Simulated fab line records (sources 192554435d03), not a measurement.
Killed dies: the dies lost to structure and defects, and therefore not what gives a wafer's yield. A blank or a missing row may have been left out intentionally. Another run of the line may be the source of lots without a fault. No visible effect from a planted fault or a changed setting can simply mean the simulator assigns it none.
Matching of chambers / flow n5-finfet / N5_BEOL_M1_ALD_98 on ald-sin-02 has 4 sister chambers
The step deposits SiO2, target thk 2.5 nm, pulse time 1 s, co reactant pulse time 1 s. 4 wafers are shown with their chamber, then 8 later ones without.

## EACH WAFER AND ITS CHAMBER
wafer=L079.1; chamber=3; heater-power-w (W)=71
wafer=L091.3; chamber=1; heater-power-w (W)=82
wafer=L091.6; chamber=0; heater-power-w (W)=77
wafer=L093.1; chamber=2; heater-power-w (W)=72

## WAFERS MISSING THEIR CHAMBER
wafer=L093.4; heater-power-w (W)=78
wafer=L093.6; heater-power-w (W)=70
wafer=L094.1; heater-power-w (W)=72
wafer=L094.2; heater-power-w (W)=79
wafer=L094.3; heater-power-w (W)=69
wafer=L095.3; heater-power-w (W)=78
wafer=L095.5; heater-power-w (W)=83
wafer=L095.6; heater-power-w (W)=70

## EACH ONE'S CHAMBER
wafer=L093.4; from the rows above=0; in truth=0
wafer=L093.6; from the rows above=can't be placed: 3 or 2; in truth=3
wafer=L094.1; from the rows above=can't be placed: 2 or 3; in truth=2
wafer=L094.2; from the rows above=can't be placed: 0 or 1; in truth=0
wafer=L094.3; from the rows above=can't be placed: 3 or 2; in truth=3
wafer=L095.3; from the rows above=0; in truth=0
wafer=L095.5; from the rows above=1; in truth=1
wafer=L095.6; from the rows above=can't be placed: 3 or 2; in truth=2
Placed correctly: 3 of 8. From these rows, 5 cannot be placed; in 5 the true chamber is one of the candidates. Number placed wrongly: 0.
How it was worked out, from the rows above alone: a wafer's distance from a chamber is the root of the sum, over the readings, of the square of ((its reading less the chamber's mean) divided by the reading's scatter). The wafer belongs to the nearest chamber; if the next one is less than 2 further off, it can't be placed. The mean given for a chamber averages the wafers shown for that chamber. The scatter: with one shown wafer a chamber, the root of the mean of the squares of how far each hidden wafer lies from its nearest shown one.
